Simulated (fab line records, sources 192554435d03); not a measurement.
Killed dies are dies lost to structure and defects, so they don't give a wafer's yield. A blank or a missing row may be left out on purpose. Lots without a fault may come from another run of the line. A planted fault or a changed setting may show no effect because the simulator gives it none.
Chamber matching | flow n5_finfet | N5_FIN_CUT_ETCH_20 on rie_diel-01: 4 sister chambers
The step etches SiARC in CF4, target depth 26 nm, time 43.3 s. 4 wafers are shown with their chamber, then 10 later ones without.

WAFERS WITH THEIR CHAMBER
wafer  | chamber | showerhead_plenum_p_Torr (Torr)
L086.1 | 1       | 2.28
L087.2 | 2       | 2.21
L089.3 | 0       | 2.23
L089.4 | 3       | 2.09

WAFERS WITHOUT THEIR CHAMBER
wafer  | showerhead_plenum_p_Torr (Torr)
L089.5 | 2.23
L092.2 | 2.23
L092.4 | 2.27
L092.5 | 2.21
L095.2 | 2.27
L095.4 | 2.27
L095.6 | 2.22
L096.3 | 2.22
L096.4 | 2.09
L096.5 | 2.20

WHICH CHAMBER EACH WENT THROUGH
wafer  | from the rows above     | in truth
L089.5 | 0                       | 0
L092.2 | 0                       | 0
L092.4 | 1                       | 1
L092.5 | 2                       | 2
L095.2 | 1                       | 1
L095.4 | 1                       | 1
L095.6 | can't be placed: 0 or 2 | 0
L096.3 | can't be placed: 0 or 2 | 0
L096.4 | 3                       | 3
L096.5 | 2                       | 2
Placed correctly: 8 of 10. Can't be placed from these rows: 2 (the true chamber is among the candidates in 2). Placed wrongly: 0.
How it was worked out, from the rows above alone: a wafer's distance from a chamber is the root of the sum, over the readings, of the square of ((its reading less the chamber's mean) divided by the reading's scatter). The wafer belongs to the nearest chamber; if the next one is less than 2 further off, it can't be placed. A chamber's mean is the mean of its shown wafers. The scatter: with one shown wafer a chamber, the root of the mean of the squares of how far each hidden wafer lies from its nearest shown one.
